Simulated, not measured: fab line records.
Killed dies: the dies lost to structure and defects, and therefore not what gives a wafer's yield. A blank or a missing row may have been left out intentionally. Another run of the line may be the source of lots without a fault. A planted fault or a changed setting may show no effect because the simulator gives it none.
Matching of chambers    flow n5_finfet    4 sister chambers for N5_MOL_CONTACT_COAG_STRIP_96 on rie_diel-01
The step strips in N2/H2. 16 wafers are shown with their chamber, then 8 later ones without.

== WAFERS WITH THEIR CHAMBER ==
wafer   chamber  drypump_motor_current_A (A)  showerhead_plenum_p_Torr (Torr)  throttle_valve_pct (%)
L340.1  0        6.5                          3.43                             18.6
L340.2  2        5.0                          3.20                             19.7
L340.4  3        5.7                          3.55                             19.2
L341.3  2        5.1                          3.20                             19.7
L341.4  3        5.7                          3.55                             19.3
L341.6  3        5.7                          3.55                             19.2
L342.1  2        5.1                          3.20                             19.7
L342.2  3        5.7                          3.55                             19.2
L342.4  1        5.8                          3.23                             19.2
L348.1  3        5.7                          3.54                             19.2
L348.2  1        5.8                          3.22                             19.3
L348.6  0        6.5                          3.42                             18.6
L354.1  1        5.8                          3.21                             19.3
L354.3  0        6.5                          3.41                             18.6
L354.6  1        5.8                          3.21                             19.3
L356.4  0        6.5                          3.41                             18.7

SIGNATURES, as means of the wafers listed above
reading                   chamber 0  chamber 1  chamber 2  chamber 3  scatter within a chamber
drypump_motor_current_A   6.500      5.800      5.067      5.700      0.0236
showerhead_plenum_p_Torr  3.4175     3.2175     3.2000     3.5480     0.00725
throttle_valve_pct        18.625     19.275     19.700     19.220     0.0438
Rule: distance of a wafer from a chamber = root of the sum over the readings of ((wafer's reading minus chamber's mean) / reading's scatter) squared. If the next closest chamber is less than 2 further off than the closest, the wafer can't be placed; otherwise it belongs to the closest. The scatter is the square root of a quotient: the sum, over the shown wafers, of each reading's squared deviation from its chamber's mean, divided by wafers minus chambers.

== WAFERS WHOSE CHAMBER IS MISSING ==
wafer   drypump_motor_current_A (A)  showerhead_plenum_p_Torr (Torr)  throttle_valve_pct (%)
L356.5  5.7                          3.53                             19.3
L356.6  5.0                          3.59                             19.4
L357.2  5.1                          3.59                             19.4
L357.3  5.8                          3.21                             19.3
L357.5  5.0                          3.59                             19.4
L358.2  5.1                          3.59                             19.4
L358.4  5.7                          3.52                             19.3
L358.5  6.5                          3.41                             18.7

== EACH ONE'S CHAMBER ==
wafer    from the rows above   in truth
L356.5   3                     3
L356.6   3                     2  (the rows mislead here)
L357.2   3                     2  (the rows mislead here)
L357.3   1                     1
L357.5   3                     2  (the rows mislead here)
L358.2   3                     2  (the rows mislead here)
L358.4   3                     3
L358.5   0                     0
Correctly placed: 4 of 8. Not placeable from these rows: 0. Number placed wrongly: 4.
